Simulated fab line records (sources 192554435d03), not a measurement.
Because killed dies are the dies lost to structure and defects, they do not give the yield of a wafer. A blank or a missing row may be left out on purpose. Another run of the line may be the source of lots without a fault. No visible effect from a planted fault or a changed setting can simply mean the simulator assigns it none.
Problem report in the 8D (eight disciplines) form, filled by code :: flow n5_finfet :: the parts of the form that need people (team, actions taken, sign-off) are left out

1. WHAT WENT WRONG
At N5_BEOL_M0_CO_CAP_123, run_length_s averages 155.0 s over 3 wafers from 3 lots, while fault-free wafers read 125.2 s, standard deviation 0.36. Measured from the usual mean, that is +83 standard deviations.
The step: material Co, precursor CCTBA/H2, target thk 2 nm, time 102.1 s.
First observed at day 8 04:04: wafer L229.4, on cvd_co-02. The record holds 30 wafers of 11 lots with a number at this step. The rule behind "out" and "out of limits": a value lying over 4 standard deviations away from the usual mean. Any other wafer with a number is counted as sound.

2. WHAT IT IS AND WHAT IT IS NOT
question: which readings at this step
is: run_length_s
is not: heater_power_w

question: which lots
is: L229, L231, L233
is not: L221, L222, L224, L236, L240, L241, L242, L243

question: which wafers of those lots
is: L229.4, L231.2, L233.4
is not: L229.5, L231.5, L233.3

question: read on which tools
is: cvd_co-02
is not: cvd_co-01

question: when
is: from day 8 04:04
is not: up to then (10 sound wafers); but 17 sound wafers of L231, L233, L236, L240, L241, L242, L243 came after

3. WHAT RULES OUT EACH SUSPECT
Counting: any tool at a process step up to the reading remains a suspect provided it ran every lot that is out. Sound lots after the first of them don't rule it out here, since some wafers of a struck lot are sound.
- cvd_co-02 at N5_BEOL_M0_PRE_CLEAN_131 (time 15 s): kept. Ran every lot that is out, first one L229 (day 8 04:01); last sound lot up to then L224 (day 6 23:51).
- cvd_co-02 at N5_BEOL_M0_CO_CAP_123 (material Co, precursor CCTBA/H2, target thk 2 nm, time 102.1 s): kept. Ran every lot that is out, first one L229 (day 8 04:04); last sound lot up to then L224 (day 6 23:53). Out on those wafers are its own readings of run_length_s.
What counting leaves: cvd_co-02 at N5_BEOL_M0_PRE_CLEAN_131 and cvd_co-02 at N5_BEOL_M0_CO_CAP_123.

4. THE CAUSE (what the simulator had put in)
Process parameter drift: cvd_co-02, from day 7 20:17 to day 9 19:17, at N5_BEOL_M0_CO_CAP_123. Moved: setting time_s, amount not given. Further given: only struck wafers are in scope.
2 suspects survive the count, and this tool is in that group.

5. SEQUENCE OF EFFECTS, ordered by route
Each row: a reading where the mean over the struck wafers with a number is more than 3 standard deviations away from the usual. Only readings whose record carries a usual standard deviation are examined. hours: median over the lots of the time between each lot's start at the first step of this table that gives one and its start at this step. sigmas: the change, counted in usual standard deviations.
hours: 0
step: N5_BEOL_M0_CO_CAP_123
reading: run_length_s
usual: 125.2 s
on struck wafers: 155.0
change: +29.8
sigmas: +83
Its process steps:
- N5_BEOL_M0_CO_CAP_123: material Co, precursor CCTBA/H2, target thk 2 nm, time 102.1 s.
Later measuring or inspecting steps at which every struck wafer that the step has a row for has a number for every such reading, and none has moved that far: N5_BEOL_M4_RC_MEAS_101.

6. WHAT WOULD HAVE CAUGHT IT SOONER
8 hours passed between the start of the fault at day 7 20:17 and the first reading out of limits in this record, taken at day 8 04:04.
